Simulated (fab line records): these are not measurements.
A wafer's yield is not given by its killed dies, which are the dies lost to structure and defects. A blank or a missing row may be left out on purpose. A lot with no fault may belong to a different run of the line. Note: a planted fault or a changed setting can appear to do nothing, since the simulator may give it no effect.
Matching of chambers + flow n5_finfet + 4 sister chambers for N5_DUMMY_GATE_ETCH_29 on rie_diel-05
The step etches underlayer in N2/H2, target depth 13 nm. 14 wafers are shown with their chamber, then 7 later ones without.

## WAFERS, EACH WITH ITS CHAMBER
| wafer  | chamber | showerhead_plenum_p_Torr (Torr) | throttle_valve_pct (%) | oes_product_au (a.u.) |
|--------|---------|---------------------------------|------------------------|-----------------------|
| L079.2 | 1       | 2.43                            | 18.0                   | 0.69                  |
| L079.3 | 2       | 2.61                            | 17.4                   | 0.69                  |
| L079.5 | 3       | 2.51                            | 17.6                   | 0.71                  |
| L082.1 | 1       | 2.43                            | 18.0                   | 0.70                  |
| L082.4 | 3       | 2.50                            | 17.6                   | 0.71                  |
| L082.6 | 3       | 2.50                            | 17.6                   | 0.71                  |
| L085.2 | 3       | 2.50                            | 17.6                   | 0.70                  |
| L085.5 | 0       | 2.58                            | 17.1                   | 0.93                  |
| L085.6 | 1       | 2.43                            | 18.0                   | 0.68                  |
| L086.1 | 1       | 2.43                            | 18.1                   | 0.69                  |
| L086.3 | 0       | 2.58                            | 17.1                   | 0.92                  |
| L086.4 | 3       | 2.50                            | 17.6                   | 0.70                  |
| L089.4 | 2       | 2.61                            | 17.4                   | 0.68                  |
| L089.5 | 3       | 2.50                            | 17.6                   | 0.70                  |

SIGNATURES, as means of the wafers listed above
| reading                  | chamber 0 | chamber 1 | chamber 2 | chamber 3 | scatter within a chamber |
|--------------------------|-----------|-----------|-----------|-----------|--------------------------|
| showerhead_plenum_p_Torr | 2.5800    | 2.4300    | 2.6100    | 2.5017    | 0.00289                  |
| throttle_valve_pct       | 17.100    | 18.025    | 17.400    | 17.600    | 0.0274                   |
| oes_product_au           | 0.9250    | 0.6900    | 0.6850    | 0.7050    | 0.00671                  |
Rule: distance of a wafer from a chamber = root of the sum over the readings of ((wafer's reading minus chamber's mean) / reading's scatter) squared. If the next closest chamber is less than 2 further off than the closest, the wafer can't be placed; otherwise it belongs to the closest. The scatter: take each reading less its chamber's mean, square it, sum over the shown wafers, divide by the number of wafers less the number of chambers, and take the root.

## WAFERS MISSING THEIR CHAMBER
| wafer  | showerhead_plenum_p_Torr (Torr) | throttle_valve_pct (%) | oes_product_au (a.u.) |
|--------|---------------------------------|------------------------|-----------------------|
| L089.6 | 2.58                            | 17.2                   | 0.91                  |
| L094.1 | 2.60                            | 17.5                   | 0.68                  |
| L094.2 | 2.57                            | 17.2                   | 0.90                  |
| L094.6 | 2.49                            | 17.6                   | 0.69                  |
| L097.1 | 2.42                            | 18.1                   | 0.67                  |
| L097.3 | 2.60                            | 17.5                   | 0.67                  |
| L097.5 | 2.57                            | 17.2                   | 0.88                  |

## CHAMBER TAKEN BY EACH
| wafer  | from the rows above | in truth |
|--------|---------------------|----------|
| L089.6 | 0                   | 0        |
| L094.1 | 2                   | 2        |
| L094.2 | 0                   | 0        |
| L094.6 | 3                   | 3        |
| L097.1 | 1                   | 1        |
| L097.3 | 2                   | 2        |
| L097.5 | 0                   | 0        |
Placed correctly: 7 of 7. Can't be placed from these rows: 0. Placed wrongly: 0.
